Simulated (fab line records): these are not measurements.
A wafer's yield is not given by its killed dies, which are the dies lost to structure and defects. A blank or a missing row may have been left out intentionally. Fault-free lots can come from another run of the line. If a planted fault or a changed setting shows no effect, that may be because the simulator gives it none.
Chamber matching || flow n5_finfet || N5_GATE_CUT_ETCH_36 on rie_diel-06: 4 sister chambers
The step etches SiARC in CF4, target depth 13 nm, time 21.7 s. 14 wafers are shown with their chamber, then 7 later ones without.

EACH WAFER AND ITS CHAMBER
{"wafer": "L080.2", "chamber": 0, "drypump_motor_current_A (A)": 6.2, "showerhead_plenum_p_Torr (Torr)": 2.12, "throttle_valve_pct (%)": 15.48}
{"wafer": "L080.3", "chamber": 2, "drypump_motor_current_A (A)": 6.6, "showerhead_plenum_p_Torr (Torr)": 2.11, "throttle_valve_pct (%)": 15.83}
{"wafer": "L080.6", "chamber": 3, "drypump_motor_current_A (A)": 5.8, "showerhead_plenum_p_Torr (Torr)": 2.08, "throttle_valve_pct (%)": 15.67}
{"wafer": "L083.1", "chamber": 3, "drypump_motor_current_A (A)": 5.8, "showerhead_plenum_p_Torr (Torr)": 2.08, "throttle_valve_pct (%)": 15.66}
{"wafer": "L083.4", "chamber": 0, "drypump_motor_current_A (A)": 6.2, "showerhead_plenum_p_Torr (Torr)": 2.12, "throttle_valve_pct (%)": 15.49}
{"wafer": "L083.6", "chamber": 1, "drypump_motor_current_A (A)": 5.3, "showerhead_plenum_p_Torr (Torr)": 2.08, "throttle_valve_pct (%)": 15.48}
{"wafer": "L089.3", "chamber": 1, "drypump_motor_current_A (A)": 5.2, "showerhead_plenum_p_Torr (Torr)": 2.08, "throttle_valve_pct (%)": 15.49}
{"wafer": "L089.4", "chamber": 2, "drypump_motor_current_A (A)": 6.6, "showerhead_plenum_p_Torr (Torr)": 2.11, "throttle_valve_pct (%)": 15.84}
{"wafer": "L089.6", "chamber": 2, "drypump_motor_current_A (A)": 6.6, "showerhead_plenum_p_Torr (Torr)": 2.11, "throttle_valve_pct (%)": 15.86}
{"wafer": "L090.1", "chamber": 3, "drypump_motor_current_A (A)": 5.8, "showerhead_plenum_p_Torr (Torr)": 2.07, "throttle_valve_pct (%)": 15.69}
{"wafer": "L090.5", "chamber": 1, "drypump_motor_current_A (A)": 5.2, "showerhead_plenum_p_Torr (Torr)": 2.08, "throttle_valve_pct (%)": 15.50}
{"wafer": "L090.6", "chamber": 2, "drypump_motor_current_A (A)": 6.6, "showerhead_plenum_p_Torr (Torr)": 2.11, "throttle_valve_pct (%)": 15.85}
{"wafer": "L091.2", "chamber": 2, "drypump_motor_current_A (A)": 6.6, "showerhead_plenum_p_Torr (Torr)": 2.11, "throttle_valve_pct (%)": 15.87}
{"wafer": "L091.3", "chamber": 3, "drypump_motor_current_A (A)": 5.8, "showerhead_plenum_p_Torr (Torr)": 2.07, "throttle_valve_pct (%)": 15.70}

SIGNATURES, as means of the wafers listed above
{"reading": "drypump_motor_current_A", "chamber 0": 6.200, "chamber 1": 5.233, "chamber 2": 6.600, "chamber 3": 5.800, "scatter within a chamber": 0.0258}
{"reading": "showerhead_plenum_p_Torr", "chamber 0": 2.1200, "chamber 1": 2.0800, "chamber 2": 2.1100, "chamber 3": 2.0750, "scatter within a chamber": 0.00316}
{"reading": "throttle_valve_pct", "chamber 0": 15.4850, "chamber 1": 15.4900, "chamber 2": 15.8500, "chamber 3": 15.6800, "scatter within a chamber": 0.015}
Rule: a wafer lies at a distance from a chamber equal to the root of the sum of squares, over the readings, of (its reading less the chamber's mean, divided by the reading's scatter). If the next closest chamber is less than 2 further off than the closest, the wafer can't be placed; otherwise it belongs to the closest. The scatter: take each reading less its chamber's mean, square it, sum over the shown wafers, divide by the number of wafers less the number of chambers, and take the root.

WAFERS WHOSE CHAMBER IS MISSING
{"wafer": "L091.4", "drypump_motor_current_A (A)": 5.2, "showerhead_plenum_p_Torr (Torr)": 2.08, "throttle_valve_pct (%)": 15.50}
{"wafer": "L092.2", "drypump_motor_current_A (A)": 6.2, "showerhead_plenum_p_Torr (Torr)": 2.12, "throttle_valve_pct (%)": 15.53}
{"wafer": "L092.4", "drypump_motor_current_A (A)": 5.2, "showerhead_plenum_p_Torr (Torr)": 2.08, "throttle_valve_pct (%)": 15.51}
{"wafer": "L092.5", "drypump_motor_current_A (A)": 5.2, "showerhead_plenum_p_Torr (Torr)": 2.08, "throttle_valve_pct (%)": 15.50}
{"wafer": "L096.2", "drypump_motor_current_A (A)": 6.6, "showerhead_plenum_p_Torr (Torr)": 2.11, "throttle_valve_pct (%)": 15.87}
{"wafer": "L096.4", "drypump_motor_current_A (A)": 6.2, "showerhead_plenum_p_Torr (Torr)": 2.11, "throttle_valve_pct (%)": 15.53}
{"wafer": "L096.6", "drypump_motor_current_A (A)": 6.6, "showerhead_plenum_p_Torr (Torr)": 2.11, "throttle_valve_pct (%)": 15.86}

WHICH CHAMBER EACH ONE RAN IN
{"wafer": "L091.4", "from the rows above": 1, "in truth": 1}
{"wafer": "L092.2", "from the rows above": 0, "in truth": 0}
{"wafer": "L092.4", "from the rows above": 1, "in truth": 1}
{"wafer": "L092.5", "from the rows above": 1, "in truth": 1}
{"wafer": "L096.2", "from the rows above": 2, "in truth": 2}
{"wafer": "L096.4", "from the rows above": 0, "in truth": 0}
{"wafer": "L096.6", "from the rows above": 2, "in truth": 2}
Correct placement for 7 of the 7. Can't be placed from these rows: 0. Wrongly placed: 0.
